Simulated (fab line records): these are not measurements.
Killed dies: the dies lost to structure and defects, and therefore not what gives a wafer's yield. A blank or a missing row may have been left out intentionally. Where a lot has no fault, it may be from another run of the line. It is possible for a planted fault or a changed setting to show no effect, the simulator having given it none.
Which tool is to blame? || flow n5_finfet || 42 wafers from 14 lots sampled at 2 of the route's 1938 steps

## WHAT THE GAUGES SHOWED, per wafer
N5_BEOL_M11_CD_MEAS_35: target cd 70 nm. Usual: cd_nm 70.0 nm, standard deviation 0.53.
{"lot": "L880", "measured": "day 10 07:47", "on": "cd_sem-03", "cd_nm (nm)": "70.2 70.1 70.2", "flag": ""}
{"lot": "L882", "measured": "day 10 12:52", "on": "cd_sem-02", "cd_nm (nm)": "69.1 68.4 69.0", "flag": ""}
{"lot": "L883", "measured": "day 11 07:18", "on": "cd_sem-03", "cd_nm (nm)": "69.5 70.3 69.8", "flag": ""}
{"lot": "L884", "measured": "day 11 16:03", "on": "cd_sem-02", "cd_nm (nm)": "69.8 69.6 69.3", "flag": ""}
{"lot": "L885", "measured": "day 11 21:26", "on": "cd_sem-02", "cd_nm (nm)": "70.9 70.5 70.7", "flag": ""}
{"lot": "L886", "measured": "day 12 01:49", "on": "cd_sem-02", "cd_nm (nm)": "71.3 70.1 70.4", "flag": ""}
{"lot": "L888", "measured": "day 12 17:33", "on": "cd_sem-01", "cd_nm (nm)": "69.6 70.1 69.5", "flag": ""}
{"lot": "L891", "measured": "day 13 07:05", "on": "cd_sem-02", "cd_nm (nm)": "70.1 69.6 69.7", "flag": ""}
{"lot": "L897", "measured": "day 14 09:50", "on": "cd_sem-02", "cd_nm (nm)": "69.9 70.4 69.9", "flag": ""}
{"lot": "L898", "measured": "day 14 16:23", "on": "cd_sem-01", "cd_nm (nm)": "69.7 70.0 69.8", "flag": ""}
{"lot": "L896", "measured": "day 14 16:59", "on": "cd_sem-03", "cd_nm (nm)": "69.5 69.6 69.8", "flag": ""}
{"lot": "L902", "measured": "day 15 22:10", "on": "cd_sem-02", "cd_nm (nm)": "69.1 69.4 69.4", "flag": ""}
{"lot": "L901", "measured": "day 15 22:35", "on": "cd_sem-03", "cd_nm (nm)": "71.0 70.6 70.7", "flag": ""}
{"lot": "L903", "measured": "day 15 22:37", "on": "cd_sem-01", "cd_nm (nm)": "70.5 70.6 70.2", "flag": ""}

## WHICH TOOL RAN EACH LOT (tool, then ch and the chambers of the sampled wafers, then the start)
{"lot": "L880", "N5_BEOL_M11_STRIP_77": "rie_diel-01 ch 1,2, day 10 07:47 or earlier"}
{"lot": "L882", "N5_BEOL_M11_STRIP_77": "rie_diel-01 ch 1,2,3, day 10 12:52 or earlier"}
{"lot": "L883", "N5_BEOL_M11_STRIP_77": "rie_diel-05 ch 0,1,2, day 11 07:18 or earlier"}
{"lot": "L884", "N5_BEOL_M11_STRIP_77": "rie_diel-05 ch 0,1,3, day 11 16:03 or earlier"}
{"lot": "L885", "N5_BEOL_M11_STRIP_77": "rie_diel-05 ch 0,3, day 11 21:26 or earlier"}
{"lot": "L886", "N5_BEOL_M11_STRIP_77": "rie_diel-01 ch 2,3, day 12 01:49 or earlier"}
{"lot": "L888", "N5_BEOL_M11_STRIP_77": "rie_diel-03 ch 0,1,3, day 12 17:33 or earlier"}
{"lot": "L891", "N5_BEOL_M11_STRIP_77": "rie_diel-01 ch 1,2,3, day 13 07:05 or earlier"}
{"lot": "L897", "N5_BEOL_M11_STRIP_77": "rie_diel-05 ch 1,2,3, day 14 09:50 or earlier"}
{"lot": "L898", "N5_BEOL_M11_STRIP_77": "rie_diel-05 ch 0,1, day 14 16:23 or earlier"}
{"lot": "L896", "N5_BEOL_M11_STRIP_77": "rie_diel-05 ch 0,1,2, day 14 16:59 or earlier"}
{"lot": "L902", "N5_BEOL_M11_STRIP_77": "rie_diel-01 ch 0,2,3, day 15 22:10 or earlier"}
{"lot": "L901", "N5_BEOL_M11_STRIP_77": "rie_diel-05 ch 0,2, day 15 22:35 or earlier"}
{"lot": "L903", "N5_BEOL_M11_STRIP_77": "rie_diel-03 ch 0,2, day 15 22:37 or earlier"}
- N5_BEOL_M11_STRIP_77: strips in N2/H2, time 10 s.

## AS READ BY THE TOOLS THEMSELVES (means over the sampled wafers that have a number; for cases with no such wafer, the mark the record gives instead)
N5_BEOL_M11_STRIP_77. Usual: drypump_motor_current_A 5.7 A, standard deviation 0.41; oes_product_au 0.79 a.u., standard deviation 0.076; rf_vpp_V 59.1 V, standard deviation 0.93; showerhead_plenum_p_Torr 2.54 Torr, standard deviation 0.057; temp_c 40.02 C, standard deviation 0.11; throttle_valve_pct 23.5 %, standard deviation 0.34.
{"lot": "L880", "tool": "rie_diel-01", "drypump_motor_current_A (A)": 5.7, "oes_product_au (a.u.)": 0.84, "rf_vpp_V (V)": 59.4, "showerhead_plenum_p_Torr (Torr)": 2.53, "temp_c (C)": 40.08, "throttle_valve_pct (%)": 23.4, "flag": ""}
{"lot": "L882", "tool": "rie_diel-01", "drypump_motor_current_A (A)": 5.5, "oes_product_au (a.u.)": 0.87, "rf_vpp_V (V)": 59.3, "showerhead_plenum_p_Torr (Torr)": 2.54, "temp_c (C)": 40.09, "throttle_valve_pct (%)": 23.4, "flag": ""}
{"lot": "L883", "tool": "rie_diel-05", "drypump_motor_current_A (A)": 5.6, "oes_product_au (a.u.)": 0.78, "rf_vpp_V (V)": 59.3, "showerhead_plenum_p_Torr (Torr)": 2.54, "temp_c (C)": 39.98, "throttle_valve_pct (%)": 23.6, "flag": ""}
{"lot": "L884", "tool": "rie_diel-05", "drypump_motor_current_A (A)": 5.8, "oes_product_au (a.u.)": 0.74, "rf_vpp_V (V)": 59.5, "showerhead_plenum_p_Torr (Torr)": 2.51, "temp_c (C)": 40.02, "throttle_valve_pct (%)": 23.9, "flag": ""}
{"lot": "L885", "tool": "rie_diel-05", "drypump_motor_current_A (A)": 5.5, "oes_product_au (a.u.)": 0.71, "rf_vpp_V (V)": 59.0, "showerhead_plenum_p_Torr (Torr)": 2.50, "temp_c (C)": 39.94, "throttle_valve_pct (%)": 23.9, "flag": ""}
{"lot": "L886", "tool": "rie_diel-01", "drypump_motor_current_A (A)": 5.5, "oes_product_au (a.u.)": 0.85, "rf_vpp_V (V)": 58.8, "showerhead_plenum_p_Torr (Torr)": 2.50, "temp_c (C)": 40.10, "throttle_valve_pct (%)": 23.2, "flag": ""}
{"lot": "L888", "tool": "rie_diel-03", "drypump_motor_current_A (A)": 6.2, "oes_product_au (a.u.)": 0.77, "rf_vpp_V (V)": 59.0, "showerhead_plenum_p_Torr (Torr)": 2.55, "temp_c (C)": 39.96, "throttle_valve_pct (%)": 23.5, "flag": ""}
{"lot": "L891", "tool": "rie_diel-01", "drypump_motor_current_A (A)": 5.5, "oes_product_au (a.u.)": 0.84, "rf_vpp_V (V)": 59.9, "showerhead_plenum_p_Torr (Torr)": 2.53, "temp_c (C)": 39.97, "throttle_valve_pct (%)": 23.4, "flag": ""}
{"lot": "L897", "tool": "rie_diel-05", "drypump_motor_current_A (A)": 5.5, "oes_product_au (a.u.)": 0.78, "rf_vpp_V (V)": 59.5, "showerhead_plenum_p_Torr (Torr)": 2.54, "temp_c (C)": 39.93, "throttle_valve_pct (%)": 23.6, "flag": ""}
{"lot": "L898", "tool": "rie_diel-05", "drypump_motor_current_A (A)": 5.9, "oes_product_au (a.u.)": 0.89, "rf_vpp_V (V)": 58.8, "showerhead_plenum_p_Torr (Torr)": 2.51, "temp_c (C)": 40.08, "throttle_valve_pct (%)": 23.7, "flag": ""}
{"lot": "L896", "tool": "rie_diel-05", "drypump_motor_current_A (A)": 5.6, "oes_product_au (a.u.)": 0.86, "rf_vpp_V (V)": 59.1, "showerhead_plenum_p_Torr (Torr)": 2.53, "temp_c (C)": 39.89, "throttle_valve_pct (%)": 23.5, "flag": ""}
{"lot": "L902", "tool": "rie_diel-01", "drypump_motor_current_A (A)": 5.5, "oes_product_au (a.u.)": 0.78, "rf_vpp_V (V)": 60.2, "showerhead_plenum_p_Torr (Torr)": 2.52, "temp_c (C)": 40.11, "throttle_valve_pct (%)": 23.5, "flag": ""}
{"lot": "L901", "tool": "rie_diel-05", "drypump_motor_current_A (A)": 5.2, "oes_product_au (a.u.)": 0.86, "rf_vpp_V (V)": 59.5, "showerhead_plenum_p_Torr (Torr)": 2.54, "temp_c (C)": 40.03, "throttle_valve_pct (%)": 23.1, "flag": ""}
{"lot": "L903", "tool": "rie_diel-03", "drypump_motor_current_A (A)": 5.7, "oes_product_au (a.u.)": 0.72, "rf_vpp_V (V)": 59.1, "showerhead_plenum_p_Torr (Torr)": 2.49, "temp_c (C)": 40.08, "throttle_valve_pct (%)": 23.7, "flag": ""}

## THE ANSWER, worked out from the rows above alone
Rule: a lot is off if the mean of its wafers that have a number lies more than 3 standard deviations from the usual mean. Also off: a lot with no number at a reading for which 4 or more lots have one. The other lots that the step has rows for count as sound. Order of review: gauges by route order, followed by the tools' own readings, for which a lot's mean as printed above is used. At the first step where some lot is off, the reading lying furthest off is the one used; lots without a number count as furthest.
Nothing can be told from this: no lot is off at any reading shown.

## WHAT HAD BEEN PUT IN BY THE SIMULATOR
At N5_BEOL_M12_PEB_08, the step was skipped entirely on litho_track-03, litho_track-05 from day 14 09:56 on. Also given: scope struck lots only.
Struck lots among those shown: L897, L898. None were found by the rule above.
